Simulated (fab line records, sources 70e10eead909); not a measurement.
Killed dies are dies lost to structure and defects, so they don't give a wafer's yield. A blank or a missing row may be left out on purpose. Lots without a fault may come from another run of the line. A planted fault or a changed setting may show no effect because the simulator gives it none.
Which tool did it? | flow nand_harc | 6 lots, 18 wafers sampled, at 5 steps of a route of 1159

WHAT THE GAUGES READ, wafer by wafer
NHARC_END_SORT_01.
lot  | measured     | on        | defect_limited_yield (%)
L434 | day 19 16:29 | prober-01 | 96.5 96.2 96.0
L437 | day 21 00:59 | prober-02 | 95.6 96.2 94.8
L439 | day 21 07:56 | prober-02 | 96.3 95.4 96.0
L451 | day 24 02:37 | prober-02 | 95.3 93.8 93.8
L454 | day 24 21:51 | prober-02 | 96.6 97.3 97.9
L456 | day 25 05:56 | prober-01 | 95.4 93.9 95.1

WHICH TOOL RAN EACH LOT (tool, then ch and the chambers of the sampled wafers, then the start)
lot  | NHARC_THIN_TSV_ETCHBACK_48         | NHARC_THIN_TSV_DEGAS_49      | NHARC_THIN_TSV_CMP_21         | NHARC_THIN_TSV_STRIP_57
L434 | rie_diel-03 ch 0,2,3, day 19 02:12 | pvd_sputter-02, day 19 02:39 | cmp-03 ch 0,1, day 19 04:11   | wet_bench-10 ch 0,1,7, day 19 07:02
L437 | rie_diel-03 ch 0,1, day 20 09:33   | pvd_sputter-01, day 20 10:22 | cmp-02 ch 0,1,3, day 20 12:05 | wet_bench-08 ch 1,4,5, day 20 14:37
L439 | rie_diel-12 ch 0,1,3, day 20 18:30 | pvd_sputter-01, day 20 19:02 | cmp-03 ch 0,1,3, day 20 20:33 | wet_bench-10 ch 2,4,5, day 20 23:10
L451 | rie_diel-12 ch 0,1,3, day 23 13:44 | pvd_sputter-02, day 23 14:52 | cmp-02 ch 1,2,3, day 23 16:25 | wet_bench-10 ch 1,3,7, day 23 18:52
L454 | rie_diel-02 ch 1,2,3, day 24 04:10 | pvd_sputter-02, day 24 04:49 | cmp-02 ch 0,1,2, day 24 06:26 | wet_bench-10 ch 0,6,7, day 24 08:58
L456 | rie_diel-02 ch 0,2,3, day 24 17:01 | pvd_sputter-01, day 24 17:28 | cmp-02 ch 0,1,3, day 24 19:02 | wet_bench-10 ch 1,2,3, day 24 21:36
- NHARC_THIN_TSV_ETCHBACK_48: etches the open film in C4F8/Ar, target depth 1028.5 nm, time 405.17 s.
- NHARC_THIN_TSV_DEGAS_49: time 120 s.
- NHARC_THIN_TSV_CMP_21: polishes, t overpolish 30 s, target thk 2000 nm.
- NHARC_THIN_TSV_STRIP_57: strips in post etch residue remover, time 1200 s.

THE ANSWER, worked out from the rows above alone
Rule: what is usual is taken from the lots themselves. Put in order of their means at a reading, lots are off if they are a third of the lots or fewer, leave a main group of 4 or more, and stand apart from it by a gap of 3 or more times the standard deviation of the main group's means; of several such gaps the widest counts. A main group whose means are all the same, to the digits that the tables above print for the reading, isn't used. A lot without any number at a reading at which 4 lots or more have one is off too. The other lots that the step has rows for count as sound.
No lot is off at any reading shown: from this, nothing can be told.

WHAT THE SIMULATOR HAD PUT IN
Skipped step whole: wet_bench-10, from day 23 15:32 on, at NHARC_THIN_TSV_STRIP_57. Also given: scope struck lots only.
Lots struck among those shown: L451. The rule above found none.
